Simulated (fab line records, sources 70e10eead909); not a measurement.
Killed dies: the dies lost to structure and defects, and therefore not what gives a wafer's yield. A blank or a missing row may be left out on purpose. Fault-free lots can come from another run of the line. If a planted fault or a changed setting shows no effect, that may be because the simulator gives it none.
fab line records	flow nandHarc
record: lots: 13	wafers: 39	lastDay: 26
route steps=1159 shown P_GATE@204 P_CONTACT@229 END@1159
lots untouched by any fault: they come from a run of this same line in which no faults occurred
startH: start of the lot's first displayed wafer, in hours after the record's first day	waitH: time in hours since the lot's previous step	" repeats the value in the row above	L1.1+2: one row covering several wafers at once	- either no value or no given start	* or withheld: withheld	< > ~ a bound
route shown NAME@n: names a module that has steps shown in the file, with the first one's number in the route	usual: mean/standard deviation of fault-free wafers	same: alike in all rows	chamber/n: place in a boat	sites: readings site by site	_std_site: the values' standard deviation	_edge_site: mean of outer sites minus mean of inner sites	radiusMm: how far each site lies from the wafer's centre	mask NAME#n: copy n	behind: tool/chamber where the wafer was last shaped	hold: reason for holding the lot/hours on hold/outcome of the hold	device: the transistor (n, p or np) that didn't switch	end of line: at the end of the route, the tests of the same wafers	for a step that has no rows: nothing shown but its recipe	killed: count of dies lost to structure and defects at first sort (not the wafer's yield)	map: per-die view of a wafer (x killed, . not killed, _ where there is no die)
set.NAME: setting as actually run; set.NAME@STEP: the setting as run at that earlier step	model.NAME: the simulator's own value behind a step, which no gauge read
the route's steps for a sample of lots (tables are steps, rows are wafers)
services: from which hour (startH, from the record's first day; less than 0 if before it) a tool's chamber was out of use, for how many hours, and why
== steps ==
step: NHARC_P_GATE_STRIP_113
recipe: powerW: 1500	tempC: 110	timeS: 740	chemistry: N2/H2
usual: drypumpMotorCurrentA: 6.0/0.38	heaterPowerW: 82/8.7
lot.wafer	tool	chamber	startH	waitH	drypumpMotorCurrentA	heaterPowerW	rfHoursCounterH
L984.1	plasmaAsher-02	0	107.74	0.3	6.2	86	33
L984.3	"	1	"	"	6.2	68	-
L984.6	"	0	"	"	6.2	84	-
L985.3	plasmaAsher-01	0	113.54	0.4	5.3	85	-
L985.4	"	1	"	"	5.9	93	-
L985.5	"	1	"	"	5.9	91	-
L986.1	plasmaAsher-02	0	114.29	0.2	6.2	84	36
L986.3	"	0	"	"	6.2	84	-
L986.6	"	0	"	"	6.2	84	-
L987.3	plasmaAsher-02	1	130.15	0.5	6.2	71	-
L987.6	"	0	"	"	6.2	82	-
L987.5	"	1	"	"	6.2	69	-
L989.2	plasmaAsher-02	1	135.41	0.2	6.2	71	48
L989.4	"	1	"	"	6.2	70	-
L989.3	"	0	"	"	6.2	84	-
L992.3	plasmaAsher-02	1	152.09	0.7	6.2	69	-
L992.5	"	0	"	"	6.2	84	-
L992.6	"	1	"	"	6.2	71	-
L991.4	plasmaAsher-02	0	156.42	0.9	6.2	83	-
L991.5	"	0	"	"	6.2	82	-
L991.6	"	1	"	"	6.2	69	-
L996.2	plasmaAsher-01	1	183.05	0.2	6.0	94	5
L996.3	"	1	"	"	5.9	91	-
L996.4	"	0	"	"	5.2	85	-
L104.1	plasmaAsher-02	1	221.33	0.3	6.2	68	9
L104.4	"	0	"	"	6.2	86	-
L104.6	"	1	"	"	6.2	67	-
L102.2	plasmaAsher-01	1	222.11	0.6	5.9	92	18
L102.3	"	1	"	"	5.9	93	-
L102.5	"	0	"	"	5.2	85	-
L103.4	plasmaAsher-02	0	222.23	0.4	6.2	85	-
L103.6	"	0	"	"	6.2	84	-
L103.5	"	1	"	"	6.2	67	-
L105.2	plasmaAsher-01	1	232.64	0.2	5.9	95	22
L105.1	"	0	"	"	5.2	86	22
L105.4	"	0	"	"	5.2	87	-
L107.1	plasmaAsher-01	0	247.02	0.2	5.3	87	26
L107.2	"	1	"	"	5.9	92	26
L107.6	"	1	"	"	5.9	90	-
step: NHARC_P_CONTACT_EXPOSE_09
recipe: na: 1.35	targetCdNm: 90	doseMj: 81.26	maskId: P_CA
lot.wafer	tool	chamber	startH	waitH	mask
L984.1+3+6	arfiScanner-03	0	111.63	-	P_CA#0
L985.3+4+5	arfiScanner-03	0	117.58	-	P_CA#0
L986.1+3+6	arfiScanner-03	0	118.28	-	P_CA#0
L987.3+5+6	arfiScanner-02	0	133.89	-	P_CA#0
L989.2+3+4	arfiScanner-01	0	139.36	-	P_CA#0
L992.3+5+6	arfiScanner-02	0	155.75	-	P_CA_R1#0
L991.4+5+6	arfiScanner-02	0	160.39	-	P_CA#0
L996.2+3+4	arfiScanner-02	0	187.05	-	P_CA#0
L104.1+4+6	arfiScanner-02	0	225.64	-	P_CA#0
L103.4+5+6	arfiScanner-03	0	226.42	-	P_CA#0
L102.2+3+5	arfiScanner-02	0	226.60	-	P_CA#0
L105.1+2+4	arfiScanner-03	0	237.13	-	P_CA#0
L107.1+2+6	arfiScanner-02	0	251.10	-	P_CA#0
step: NHARC_P_CONTACT_INSPECT_14
usual: rawDefectCount: 3.6/2.2
lot.wafer	tool	chamber	startH	waitH	rawDefectCount
L984.1	defectInspect-02	-	111.89	0.0	1
L984.3	"	-	"	"	3
L984.6	"	-	"	"	2
L985.3	defectInspect-01	-	117.83	0.0	7
L985.4	"	-	"	"	3
L985.5	"	-	"	"	3
L986.1	defectInspect-01	-	118.54	0.0	8
L986.3	"	-	"	"	5
L986.6	"	-	"	"	1
L987.3	defectInspect-01	-	134.14	0.0	2
L987.5	"	-	"	"	1
L987.6	"	-	"	"	5
L989.2	defectInspect-02	-	139.62	0.0	1
L989.3	"	-	"	"	5
L989.4	"	-	"	"	1
L992.3	defectInspect-02	-	156.02	0.0	4
L992.5	"	-	"	"	1
L992.6	"	-	"	"	0
L991.4	defectInspect-02	-	160.65	0.0	2
L991.5	"	-	"	"	4
L991.6	"	-	"	"	3
L996.2	defectInspect-02	-	187.31	0.0	5
L996.3	"	-	"	"	1
L996.4	"	-	"	"	7
L104.1	defectInspect-02	-	225.92	0.1	4
L104.4	"	-	"	"	2
L104.6	"	-	"	"	1
L103.4	defectInspect-01	-	226.69	0.0	0
L103.5	"	-	"	"	3
L103.6	"	-	"	"	1
L102.2	defectInspect-01	-	226.86	0.0	3
L102.3	"	-	"	"	2
L102.5	"	-	"	"	5
L105.1	defectInspect-02	-	237.39	0.0	6
L105.2	"	-	"	"	6
L105.4	"	-	"	"	7
L107.1	defectInspect-01	-	251.37	0.0	2
L107.2	"	-	"	"	3
L107.6	"	-	"	"	3
step: NHARC_P_CONTACT_ETCH_35
recipe: targetDepthA: 390	overEtchFrac: 0.3	timeS: 65	ionEnergyEv: 80	cf4FlowSccm: 150	arFlowSccm: 0	rfW: 300	biasW: 100	chemistry: CF4
usual: drypumpMotorCurrentA: 5.5/0.48	oesProductAu: 1.005/0.013	rfVppV: 151.3/1.3	showerheadPlenumPTorr: 1.78/0.07	throttleValvePct: 13.284/0.0097
lot.wafer	tool	chamber	startH	waitH	drypumpMotorCurrentA	oesProductAu	rfHoursCounterH	rfVppV	showerheadPlenumPTorr	throttleValvePct
L984.3	rieDiel-01	1	112.04	0.1	5.2	1.021	14	151.1	1.70	13.274
L984.1	"	2	"	"	5.7	0.992	14	151.2	1.89	13.293
L984.6	"	2	"	"	5.7	0.981	-	153.5	1.89	13.278
L985.4	rieDiel-01	2	117.99	0.1	5.7	1.000	15	152.8	1.89	13.287
L985.3	"	0	"	"	4.9	1.015	14	153.1	1.78	13.301
L985.5	"	2	"	"	5.7	1.004	-	152.8	1.89	13.301
L986.3	rieDiel-12	1	118.71	0.1	5.9	1.005	34	150.8	1.83	13.278
L986.1	"	2	"	"	6.3	1.003	31	151.6	1.87	13.290
L986.6	"	1	"	"	5.9	1.002	-	151.7	1.83	13.291
L987.3	rieDiel-04	0	134.31	0.1	5.3	1.010	1	150.4	1.70	13.269
L987.6	"	1	"	"	5.0	1.004	-	149.9	1.74	13.289
L987.5	"	2	"	"	5.3	1.010	-	152.9	1.86	13.270
L989.3	rieDiel-04	2	139.78	0.1	5.3	1.019	2	152.9	1.86	13.293
L989.2	"	3	"	"	6.5	0.996	2	152.5	1.81	13.258
L989.4	"	0	"	"	5.3	1.020	2	149.4	1.70	13.290
L992.3	rieDiel-01	2	156.17	0.1	5.7	0.990	1	153.5	1.89	13.269
L992.6	"	2	"	"	5.7	0.986	-	151.9	1.89	13.296
L992.5	"	1	"	"	5.2	1.026	-	150.1	1.70	13.281
L991.4	rieDiel-01	3	160.83	0.1	5.8	1.003	-	149.9	1.72	13.284
L991.6	"	1	"	"	5.2	1.023	-	149.8	1.70	13.280
L991.5	"	2	"	"	5.7	1.002	-	153.9	1.89	13.293
L996.2	rieDiel-01	2	187.46	0.1	5.7	0.992	3	152.4	1.89	13.286
L996.4	"	3	"	"	5.8	0.999	4	151.6	1.72	13.280
L996.3	"	0	"	"	4.9	0.991	1	150.7	1.78	13.293
L104.1	rieDiel-04	2	226.07	0.1	5.3	1.003	11	151.8	1.86	13.297
L104.4	"	3	"	"	6.5	0.998	11	151.0	1.80	13.299
L104.6	"	3	"	"	6.5	0.996	-	152.2	1.80	13.281
L103.4	rieDiel-01	0	226.83	0.1	4.9	0.993	5	152.9	1.77	13.295
L103.5	"	0	"	"	4.9	0.998	-	151.2	1.77	13.287
L103.6	"	1	"	"	5.2	1.011	-	150.0	1.70	13.288
L102.2	rieDiel-04	0	227.08	0.1	5.3	1.014	11	149.3	1.70	13.284
L102.3	"	1	"	"	5.0	1.015	11	150.5	1.74	13.293
L102.5	"	3	"	"	6.5	0.989	-	151.2	1.80	13.270
L105.1	rieDiel-01	2	237.54	0.1	5.7	0.997	9	152.4	1.88	13.277
L105.4	"	0	"	"	4.9	0.989	6	151.9	1.77	13.275
L105.2	"	1	"	"	5.2	0.997	9	150.3	1.70	13.287
L107.2	rieDiel-04	0	251.56	0.1	5.3	1.017	14	151.6	1.70	13.279
L107.1	"	3	"	"	6.5	0.990	14	151.5	1.80	13.277
L107.6	"	1	"	"	5.0	1.009	-	150.7	1.74	13.306
step: NHARC_END_SORT_01
recipe: tempC: 25
usual: killedAtArray: 27/12	killedAtOther: 0.9/1.1	killedAtPeriphery: 3.2/2.4	killedDies: 31/12	killedOpen: 3.3/1.7	killedShort: 2.0/1.6
same: grossDies: 677
lot.wafer	tool	chamber	startH	waitH	killedAtArray	killedAtOther	killedAtPeriphery	killedDies	killedOpen	killedShort
L984.1	prober-02	0	449.24	2.5	33	0	2	35	3	1
L984.3	prober-02	0	450.81	3.1	30	1	5	36	3	0
L984.6	prober-02	0	453.17	3.9	38	0	5	43	5	2
L992.3	prober-01	0	557.42	3.1	20	0	4	24	4	1
L992.5	prober-01	0	559.03	3.7	20	1	4	25	4	1
L992.6	prober-01	0	559.83	4.0	21	0	5	26	3	1
L991.4	prober-01	0	566.06	3.4	24	1	3	28	1	1
L991.5	prober-01	0	566.85	3.7	30	0	7	37	4	0
L991.6	prober-01	0	567.64	4.0	37	0	1	38	7	0
L996.2	prober-02	0	587.67	2.8	21	0	5	26	6	2
L996.3	prober-02	0	588.47	3.1	15	0	3	18	5	0
L996.4	prober-02	0	589.27	3.4	22	2	3	27	5	2
L105.1	prober-02	0	610.27	2.5	36	0	4	40	1	2
L105.2	prober-02	0	611.08	2.8	34	0	2	36	1	4
L105.4	prober-02	0	612.70	3.4	32	0	3	35	0	1
L102.2	prober-01	0	611.12	2.8	40	0	7	47	6	0
L102.3	prober-01	0	611.92	3.1	48	0	1	49	3	0
L102.5	prober-01	0	613.53	3.7	49	0	3	52	4	5
killed by level:class
L984.1 A_CHANNEL_HOLE_D1:chamberFilmFlake=14 A_STAIRCASE:chamberFilmFlake=8 A_ZERO_WELL:chamberFilmFlake=2 A_SGD_CUT:chamberFilmFlake=2 A_WL_FILL:chamberFilmFlake=2 P_STI:geometricParticle:open=1 A_WL_FILL:geometricParticle:short=1 A_WL_FILL:geometricParticle:open=1
L984.3 A_CHANNEL_HOLE_D1:chamberFilmFlake=14 A_STAIRCASE:chamberFilmFlake=5 A_SGD_CUT:chamberFilmFlake=4 A_ZERO_WELL:chamberFilmFlake=3 P_ZERO_WELL:chamberFilmFlake=2 P_BONDPAD:chamberFilmFlake=2 A_CONTACT:chamberFilmFlake=2 P_M1:geometricParticle:open=1
L984.6 A_CHANNEL_HOLE_D1:chamberFilmFlake=11 A_SGD_CUT:chamberFilmFlake=7 A_STAIRCASE:chamberFilmFlake=6 A_ZERO_WELL:chamberFilmFlake=4 A_CONTACT:chamberFilmFlake=3 A_CHANNEL_FILL_D1:geometricParticle:short=2 P_BONDPAD:chamberFilmFlake=2 P_M0:geometricParticle:open=1
L992.3 A_CHANNEL_HOLE_D1:chamberFilmFlake=12 P_CONTACT:chamberFilmFlake=2 A_STAIRCASE:chamberFilmFlake=2 P_CONTACT:geometricParticle:open=1 A_SOURCE_PLATE:geometricParticle:open=1 A_CHANNEL_HOLE_D1:geometricParticle:short=1 A_CHANNEL_HOLE_D1:geometricParticle:open=1 A_WL_FILL:geometricParticle:open=1
L992.5 A_CHANNEL_HOLE_D1:chamberFilmFlake=13 A_WL_FILL:chamberFilmFlake=3 P_M1:chamberFilmFlake=2 P_CONTACT:geometricParticle:open=1 A_SOURCE_PLATE:geometricParticle:open=1 A_SGD_CUT:geometricParticle:open=1 A_WL_FILL:geometricParticle:short=1 P_CONTACT:chamberFilmFlake=1
L992.6 A_CHANNEL_HOLE_D1:chamberFilmFlake=14 P_M1:chamberFilmFlake=4 P_CONTACT:geometricParticle:open=1 A_CONTACT:geometricParticle:open=1 A_M0:geometricParticle:short=1 A_M1:geometricParticle:open=1 A_STAIRCASE:chamberFilmFlake=1 A_SGD_CUT:chamberFilmFlake=1
L991.4 A_SLIT:chamberFilmFlake=13 A_CHANNEL_HOLE_D1:chamberFilmFlake=4 P_M1:chamberFilmFlake=2 A_CONTACT:chamberFilmFlake=2 A_CONTACT:geometricParticle:open=1 A_CONTACT:geometricParticle:short=1 P_CONTACT:chamberFilmFlake=1 A_STAIRCASE:chamberFilmFlake=1
L991.5 A_SLIT:chamberFilmFlake=15 A_CONTACT:chamberFilmFlake=6 P_M1:chamberFilmFlake=4 P_M1:geometricParticle:open=2 A_STAIRCASE:chamberFilmFlake=2 A_WL_FILL:chamberFilmFlake=2 A_BONDPAD:chamberFilmFlake=2 A_WL_FILL:geometricParticle:open=1
L991.6 A_SLIT:chamberFilmFlake=14 A_CONTACT:geometricParticle:open=5 A_CHANNEL_HOLE_D1:chamberFilmFlake=4 A_STAIRCASE:chamberFilmFlake=4 A_CONTACT:chamberFilmFlake=4 A_ZERO_WELL:chamberFilmFlake=2 A_ONON_D1:geometricParticle:open=1 A_M1:geometricParticle:open=1
L996.2 A_CHANNEL_HOLE_D1:chamberFilmFlake=5 A_CONTACT:chamberFilmFlake=5 A_STAIRCASE:chamberFilmFlake=4 A_CONTACT:geometricParticle:open=3 P_M0:chamberFilmFlake=2 P_CONTACT:geometricParticle:open=1 A_ONON_D1:geometricParticle:short=1 A_ONON_D1:geometricParticle:open=1
L996.3 A_CONTACT:chamberFilmFlake=5 A_CHANNEL_HOLE_D1:chamberFilmFlake=3 A_WL_FILL:geometricParticle:open=2 A_STAIRCASE:chamberFilmFlake=2 P_M1:geometricParticle:open=1 A_CONTACT:geometricParticle:open=1 A_BLC:geometricParticle:open=1 P_STI:chamberFilmFlake=1
L996.4 A_CHANNEL_HOLE_D1:chamberFilmFlake=7 A_STAIRCASE:chamberFilmFlake=6 P_GATE:chamberFilmFlake=2 A_CONTACT:chamberFilmFlake=2 P_CONTACT:geometricParticle:short=1 HYBRID_BOND:chamberFilmFlake=1 A_CHANNEL_FILL_D1:geometricParticle:open=1 A_SGD_CUT:geometricParticle:open=1
L105.1 A_CHANNEL_HOLE_D1:chamberFilmFlake=24 A_CONTACT:chamberFilmFlake=7 A_STAIRCASE:chamberFilmFlake=3 P_ZERO_WELL:chamberFilmFlake=2 P_M0:geometricParticle:open=1 P_M0:geometricParticle:short=1 A_M0:geometricParticle:short=1 A_CHANNEL_FILL_D1:chamberFilmFlake=1
L105.2 A_CHANNEL_HOLE_D1:chamberFilmFlake=20 A_CONTACT:chamberFilmFlake=5 A_M0:geometricParticle:short=2 A_STAIRCASE:chamberFilmFlake=2 P_GATE:geometricParticle:open=1 A_ONON_D1:geometricParticle:short=1 A_WL_FILL:geometricParticle:short=1 P_GATE:chamberFilmFlake=1
L102.2 A_CHANNEL_HOLE_D1:chamberFilmFlake=23 A_SLIT:chamberFilmFlake=14 P_GATE:geometricParticle:open=2 A_CONTACT:chamberFilmFlake=2 P_STI:geometricParticle:open=1 P_CONTACT:geometricParticle:open=1 P_M0:geometricParticle:open=1 P_M1:geometricParticle:open=1
L102.3 A_CHANNEL_HOLE_D1:chamberFilmFlake=21 A_SLIT:chamberFilmFlake=17 A_STAIRCASE:chamberFilmFlake=4 A_CONTACT:chamberFilmFlake=3 P_STI:geometricParticle:open=1 A_CHANNEL_FILL_D1:geometricParticle:open=1 A_SGD_CUT:geometricParticle:open=1 A_CHANNEL_FILL_D1:chamberFilmFlake=1
L105.4 A_CHANNEL_HOLE_D1:chamberFilmFlake=19 A_CONTACT:chamberFilmFlake=8 A_STAIRCASE:chamberFilmFlake=3 P_ZERO_WELL:chamberFilmFlake=2 A_ONON_D1:geometricParticle:short=1 P_GATE:chamberFilmFlake=1 A_CHANNEL_FILL_D1:chamberFilmFlake=1
L102.5 A_CHANNEL_HOLE_D1:chamberFilmFlake=21 A_SLIT:chamberFilmFlake=20 A_CHANNEL_FILL_D1:geometricParticle:short=2 A_CONTACT:geometricParticle:open=2 A_M0:geometricParticle:open=2 P_STI:geometricParticle:short=1 P_M2:geometricParticle:short=1 A_WL_FILL:geometricParticle:short=1
== services ==
tool	chamber	startH	hours	kind
arfiScanner-02	-	84.01	4.0	pm
arfiScanner-01	-	88.94	4.7	repair
rieDiel-01	3	89.62	5.3	repair
plasmaAsher-01	-	99.24	9.0	pm
arfiScanner-01	-	102.93	0.3	repair
rieDiel-04	-	111.90	9.0	pm
plasmaAsher-01	-	115.53	62.5	repair
arfiScanner-01	-	116.44	1.5	repair
rieDiel-01	-	137.80	9.0	pm
arfiScanner-03	-	140.02	4.0	pm
arfiScanner-01	-	145.34	1.3	repair
arfiScanner-02	-	147.10	2.1	repair
rieDiel-12	2	157.51	2.8	repair
rieDiel-12	1	169.21	14.6	repair
rieDiel-01	-	172.81	9.5	repair
arfiScanner-03	-	175.83	2.7	repair
plasmaAsher-02	-	183.00	9.0	pm
plasmaAsher-02	0	183.00	9.0	ventCycle
plasmaAsher-02	1	183.00	9.0	ventCycle
arfiScanner-01	-	196.00	4.0	pm
rieDiel-12	-	202.45	9.0	pm
arfiScanner-03	-	242.47	0.5	repair
rieDiel-01	3	245.78	4.6	repair
rieDiel-01	2	246.94	5.6	repair
== key ==
firstSign: step: NHARC_P_CONTACT_EXPOSE_09	reading: mask	direction: changed
effect none on later readings
metAt NHARC_P_CONTACT_EXPOSE_09
struckLots L992
testerLeftOut L992
notActingAt NHARC_P_GATE_STRIP_113,NHARC_P_CONTACT_INSPECT_14,NHARC_P_CONTACT_ETCH_35
onsetBetween 133.89 155.75
fault: kind: wrongMask	tool: any	chamber: -	onsetH: 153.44	steps: NHARC_P_CONTACT_EXPOSE_09	auxCopy: P_CA_R1#0	cdOffsetNm: 1.0425	scope: struckLotsOnly
testerLeftOut: of these lots the tester's yield and bins aren't shown, on N5 and GAA mostly nor the transistor test; their killed dies are dies lost to structure and defects alone, not to doping, threshold or leakage, so they don't give the yield
